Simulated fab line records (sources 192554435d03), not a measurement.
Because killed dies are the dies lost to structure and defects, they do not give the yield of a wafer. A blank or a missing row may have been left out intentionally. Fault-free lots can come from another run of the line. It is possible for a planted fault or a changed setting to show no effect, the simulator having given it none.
Which of the tools did it? -- flow n5 finfet -- 36 wafers from 12 lots sampled at 4 of the route's 1938 steps

WHAT EACH GAUGE READ, for each wafer
The record holds no reading of a measuring or inspecting step that can be judged against a usual standard deviation.

WHICH TOOL RAN EACH LOT (tool, then ch and the chambers of the sampled wafers, then the start)
lot,N5_BEOL_M10_SPUTTER_48,N5_BEOL_M11_CURE_71,N5_BEOL_M11_HM_DEP_02,N5_BEOL_M11_COAT_05
L613,"pvd sputter-02, day 11 02:29","uv cure-03 ch 0, day 11 03:51","pvd sputter-02, day 11 05:07","litho track-05 ch 0, day 11 05:15"
L615,"pvd sputter-02, day 11 09:40","uv cure-02 ch 1, day 11 10:56","pvd sputter-03, day 11 12:18","litho track-04 ch 0, day 11 12:26"
L614,"pvd sputter-01, day 11 10:08","uv cure-02 ch 0, day 11 12:32","pvd sputter-02, day 11 13:47","litho track-01 ch 0, day 11 13:55"
L616,"pvd sputter-03, day 11 12:24","uv cure-02 ch 0, day 11 14:06","pvd sputter-03, day 11 15:52","litho track-04 ch 0, day 11 15:59"
L618,"pvd sputter-02, day 12 16:01","uv cure-02 ch 0, day 12 17:59","pvd sputter-01, day 12 19:42","litho track-01 ch 0, day 12 19:50"
L620,"pvd sputter-02, day 13 12:34","uv cure-03 ch 2, day 13 13:46","pvd sputter-02, day 13 17:34","litho track-01 ch 0, day 13 17:42"
L621,"pvd sputter-03, day 14 05:05","uv cure-01 ch 2, day 14 06:28","pvd sputter-01, day 14 08:22","litho track-05 ch 0, day 14 08:30"
L622,"pvd sputter-01, day 14 05:13","uv cure-01 ch 2, day 14 06:47","pvd sputter-01, day 14 08:49","litho track-04 ch 0, day 14 08:56"
L626,"pvd sputter-01, day 14 10:03","uv cure-02 ch 1, day 14 11:17","pvd sputter-02, day 14 13:36","litho track-01 ch 0, day 14 13:44"
L627,"pvd sputter-03, day 15 02:18","uv cure-03 ch 2, day 15 03:24","pvd sputter-02, day 15 04:35","litho track-01 ch 0, day 15 04:43"
L629,"pvd sputter-02, day 15 10:51","uv cure-03 ch 0, day 15 12:05","pvd sputter-01, day 15 13:14","litho track-05 ch 0, day 15 13:22"
L632,"pvd sputter-01, day 16 17:47","uv cure-03 ch 0, day 16 19:11","pvd sputter-03, day 16 23:16","litho track-05 ch 0, day 16 23:23"
- N5_BEOL_M10_SPUTTER_48: material Cu, target thk 12 nm, time 2 s.
- N5_BEOL_M11_CURE_71: cures SiCOH lowk, time 240 s.
- N5_BEOL_M11_HM_DEP_02: deposits TiN, target thk 20 nm.
- N5_BEOL_M11_COAT_05: resist thk 90 nm.

AS READ BY THE TOOLS THEMSELVES (means over the sampled wafers that have a number; for cases with no such wafer, the mark the record gives instead)
N5_BEOL_M10_SPUTTER_48. Usual: throttle valve pct 29.6 %, standard deviation 1.
lot,tool,throttle valve pct (%),flag
L613,pvd sputter-02,28.6,
L615,pvd sputter-02,29.2,
L614,pvd sputter-01,30.1,
L616,pvd sputter-03,30.3,
L618,pvd sputter-02,28.7,
L620,pvd sputter-02,28.8,
L621,pvd sputter-03,30.4,
L622,pvd sputter-01,29.8,
L626,pvd sputter-01,29.6,
L627,pvd sputter-03,30.3,
L629,pvd sputter-02,28.8,
L632,pvd sputter-01,30.1,

N5_BEOL_M11_CURE_71. Usual: lamp power pct 52.32 %, standard deviation 0.05; wafer_temp_C_max 386.9, standard deviation 0.65.
lot,tool,lamp power pct (%),wafer_temp_C_max,flag
L613,uv cure-03,52.37,386.3,
L615,uv cure-02,52.34,388.2,
L614,uv cure-02,52.34,386.7,
L616,uv cure-02,52.28,387.5,
L618,uv cure-02,52.34,387.2,
L620,uv cure-03,52.39,386.5,
L621,uv cure-01,52.36,388.3,
L622,uv cure-01,52.33,387.4,
L626,uv cure-02,52.29,388.2,
L627,uv cure-03,52.33,386.3,
L629,uv cure-03,52.32,386.8,
L632,uv cure-03,52.35,386.6,

N5_BEOL_M11_HM_DEP_02. Usual: throttle valve pct 29.4 %, standard deviation 0.98.
lot,tool,throttle valve pct (%),flag
L613,pvd sputter-02,29.3,
L615,pvd sputter-03,29.4,
L614,pvd sputter-02,28.6,
L616,pvd sputter-03,29.4,
L618,pvd sputter-01,29.6,
L620,pvd sputter-02,29.4,
L621,pvd sputter-01,28.9,
L622,pvd sputter-01,30.1,
L626,pvd sputter-02,28.9,
L627,pvd sputter-02,29.1,
L629,pvd sputter-01,29.0,
L632,pvd sputter-03,30.4,

N5_BEOL_M11_COAT_05. Usual: chill plate temp C 23.00 C, standard deviation 0.1; exhaust pa 44.9 Pa, standard deviation 0.83; spin speed rpm 1500.0 rpm, standard deviation 1.1.
lot,tool,chill plate temp C (C),exhaust pa (Pa),spin speed rpm (rpm),flag
L613,litho track-05,22.96,44.6,1500.0,
L615,litho track-04,23.11,44.3,1499.3,
L614,litho track-01,23.00,44.9,1500.0,
L616,litho track-04,23.07,44.8,1501.1,
L618,litho track-01,23.15,44.8,1501.6,
L620,litho track-01,22.99,44.4,1344.3,OFF
L621,litho track-05,22.92,45.5,1499.5,
L622,litho track-04,22.87,45.8,1499.7,
L626,litho track-01,22.96,45.2,1344.0,OFF
L627,litho track-01,23.08,45.6,1343.5,OFF
L629,litho track-05,22.94,43.2,1500.1,
L632,litho track-05,23.05,45.1,1500.3,

THE ANSWER, worked out from the rows above alone
Rule: a lot counts as off when the mean over its wafers that have a number is more than 3 standard deviations away from the usual mean. Also off: a lot with no number at a reading for which 4 or more lots have one. Where the step has rows for the other lots, those lots are counted as sound. Order of review: gauges by route order, followed by the tools' own readings, for which a lot's mean as printed above is used. The first step at which some lot is off is used, and at that step the reading that is off furthest; a lot without a number counts as furthest.
Off at N5_BEOL_M11_COAT_05 (spin speed rpm): L620, L626, L627.
If a tool, at that step or one of the process steps before it, ran each lot that is off and ran no sound lot following the first of them, it fits. Undecided on this evidence; 2 tools fit (pvd sputter-02 at N5_BEOL_M11_HM_DEP_02, litho track-01 at N5_BEOL_M11_COAT_05).

WHAT THE SIMULATOR PUT IN
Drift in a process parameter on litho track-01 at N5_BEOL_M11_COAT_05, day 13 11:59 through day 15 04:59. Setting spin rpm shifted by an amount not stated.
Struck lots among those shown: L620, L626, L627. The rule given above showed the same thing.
